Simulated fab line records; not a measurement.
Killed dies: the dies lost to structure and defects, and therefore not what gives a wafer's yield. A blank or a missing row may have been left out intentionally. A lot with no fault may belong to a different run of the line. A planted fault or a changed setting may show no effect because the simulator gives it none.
Matching of chambers | flow n5_finfet | N5_BEOL_M9_STRIP_19 on rie_diel-01: 3 sister chambers
The step strips in O2. 16 wafers are shown with their chamber, then 3 later ones without.

## WAFERS WITH THEIR CHAMBER
wafer  | chamber | throttle_valve_pct (%) | drypump_motor_current_A (A) | showerhead_plenum_p_Torr (Torr)
L129.3 | 2       | 16.93                  | 6.3                         | 2.11
L129.4 | 2       | 16.91                  | 6.3                         | 2.11
L129.6 | 1       | 16.19                  | 6.0                         | 2.12
L130.3 | 3       | 16.76                  | 5.8                         | 2.02
L130.4 | 2       | 16.94                  | 6.3                         | 2.11
L130.6 | 3       | 16.77                  | 5.8                         | 2.02
L134.1 | 2       | 16.94                  | 6.2                         | 2.10
L134.2 | 1       | 16.22                  | 6.0                         | 2.11
L134.4 | 3       | 16.80                  | 5.8                         | 2.02
L133.1 | 1       | 16.24                  | 6.0                         | 2.11
L133.3 | 2       | 16.94                  | 6.3                         | 2.10
L133.5 | 1       | 16.21                  | 6.0                         | 2.11
L137.3 | 2       | 16.94                  | 6.3                         | 2.10
L137.4 | 3       | 16.79                  | 5.8                         | 2.01
L139.2 | 3       | 16.79                  | 5.8                         | 2.01
L139.4 | 2       | 16.95                  | 6.2                         | 2.10

SIGNATURES (means of the wafers above)
reading                  | chamber 1 | chamber 2 | chamber 3 | scatter within a chamber
throttle_valve_pct       | 16.2150   | 16.9357   | 16.7820   | 0.0161
drypump_motor_current_A  | 6.000     | 6.271     | 5.800     | 0.0331
showerhead_plenum_p_Torr | 2.1125    | 2.1043    | 2.0160    | 0.00531
Rule: for a wafer and a chamber, the distance is found by dividing, reading by reading, the gap between the wafer's reading and the chamber's mean by the reading's scatter, squaring, summing and taking the root. The wafer belongs to the nearest chamber; if the next one is less than 2 further off, it can't be placed. The scatter is the square root of a quotient: the sum, over the shown wafers, of each reading's squared deviation from its chamber's mean, divided by wafers minus chambers.

## WAFERS WITHOUT THEIR CHAMBER
wafer  | throttle_valve_pct (%) | drypump_motor_current_A (A) | showerhead_plenum_p_Torr (Torr)
L150.2 | 16.30                  | 6.0                         | 2.10
L151.3 | 16.84                  | 5.8                         | 2.01
L151.5 | 16.84                  | 5.8                         | 2.01

## CHAMBER TAKEN BY EACH
wafer  | from the rows above | in truth
L150.2 | 1                   | 1
L151.3 | 3                   | 3
L151.5 | 3                   | 3
Correct placement for 3 of the 3. Left unplaced by these rows: 0. Number placed wrongly: 0.
